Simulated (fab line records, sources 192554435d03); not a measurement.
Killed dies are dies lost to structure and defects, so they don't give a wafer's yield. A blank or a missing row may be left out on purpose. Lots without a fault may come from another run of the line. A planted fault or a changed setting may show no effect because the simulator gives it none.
Chamber matching | flow n5_finfet | N5_BEOL_M5_CURE_79 on uv_cure-01: 3 sister chambers
The step cures SiCOH lowk, time 240 s. 3 wafers are shown with their chamber, then 10 later ones without.

WAFERS WITH THEIR CHAMBER
wafer  | chamber | wafer_temp_C_max
L074.6 | 1       | 385.9
L088.6 | 2       | 386.5
L093.2 | 0       | 387.6

WAFERS WITHOUT THEIR CHAMBER
wafer  | wafer_temp_C_max
L093.5 | 387.7
L094.1 | 386.2
L094.4 | 386.1
L094.6 | 386.5
L095.2 | 386.0
L095.4 | 385.9
L095.5 | 386.2
L096.1 | 386.5
L096.4 | 385.6
L096.5 | 386.3

WHICH CHAMBER EACH WENT THROUGH
wafer  | from the rows above     | in truth
L093.5 | 0                       | 0
L094.1 | can't be placed: 1 or 2 | 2
L094.4 | can't be placed: 1 or 2 | 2
L094.6 | 2                       | 2
L095.2 | 1                       | 1
L095.4 | 1                       | 1
L095.5 | can't be placed: 1 or 2 | 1
L096.1 | 2                       | 2
L096.4 | 1                       | 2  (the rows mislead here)
L096.5 | can't be placed: 2 or 1 | 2
Placed correctly: 5 of 10. Can't be placed from these rows: 4 (the true chamber is among the candidates in 4). Placed wrongly: 1.
How it was worked out, from the rows above alone: a wafer's distance from a chamber is the root of the sum, over the readings, of the square of ((its reading less the chamber's mean) divided by the reading's scatter). The wafer belongs to the nearest chamber; if the next one is less than 2 further off, it can't be placed. A chamber's mean is the mean of its shown wafers. The scatter: with one shown wafer a chamber, the root of the mean of the squares of how far each hidden wafer lies from its nearest shown one.
